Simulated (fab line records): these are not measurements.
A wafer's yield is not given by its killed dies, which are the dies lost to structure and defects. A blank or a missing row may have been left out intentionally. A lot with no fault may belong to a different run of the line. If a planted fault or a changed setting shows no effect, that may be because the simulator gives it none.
What tool caused it? + flow n5Finfet + 12 lots (36 wafers sampled), 1 step of a 1938-step route

WHAT THE GAUGES READ, wafer by wafer
N5_BEOL_M14_INSPECT_55: inspects for defects (darkfield).
| lot  | measured     | on               | rawDefectCount |
|------|--------------|------------------|----------------|
| L074 | day 12 21:40 | defectInspect-02 | 91 65 110      |
| L077 | day 13 11:05 | defectInspect-02 | 93 59 75       |
| L079 | day 14 02:02 | defectInspect-02 | 80 71 72       |
| L080 | day 14 09:01 | defectInspect-01 | 60 41 72       |
| L083 | day 14 12:31 | defectInspect-01 | 51 49 78       |
| L085 | day 15 10:59 | defectInspect-01 | 67 43 50       |
| L089 | day 16 02:33 | defectInspect-01 | 47 79 60       |
| L091 | day 16 13:46 | defectInspect-02 | 63 65 73       |
| L090 | day 17 07:36 | defectInspect-02 | 46 49 55       |
| L093 | day 18 03:25 | defectInspect-01 | 45 42 78       |
| L094 | day 18 04:07 | defectInspect-01 | 52 55 38       |
| L097 | day 19 07:40 | defectInspect-01 | 47 53 70       |

EACH LOT AND THE TOOL THAT RAN IT (in order: tool; ch and the chambers of the sampled wafers; start)
Record: no process step prior to these readings.

THE ANSWER, worked out from the rows above alone
Rule: usual is defined by the lots themselves. The widest of any qualifying gaps counts: lots, ordered by their means at a reading, are off when they make up no more than a third of the lots, leave a main group of 4 or more, and stand apart from it by 3 or more times the standard deviation of that group's means. If all means in a main group match to the digits the tables above print for the reading, that group is not used. A lot without any number at a reading at which 4 lots or more have one is off too. Where the step has rows for the other lots, those lots are counted as sound.
None of the lots is off at any reading shown; this tells nothing.

WHAT THE SIMULATOR HAD INSERTED
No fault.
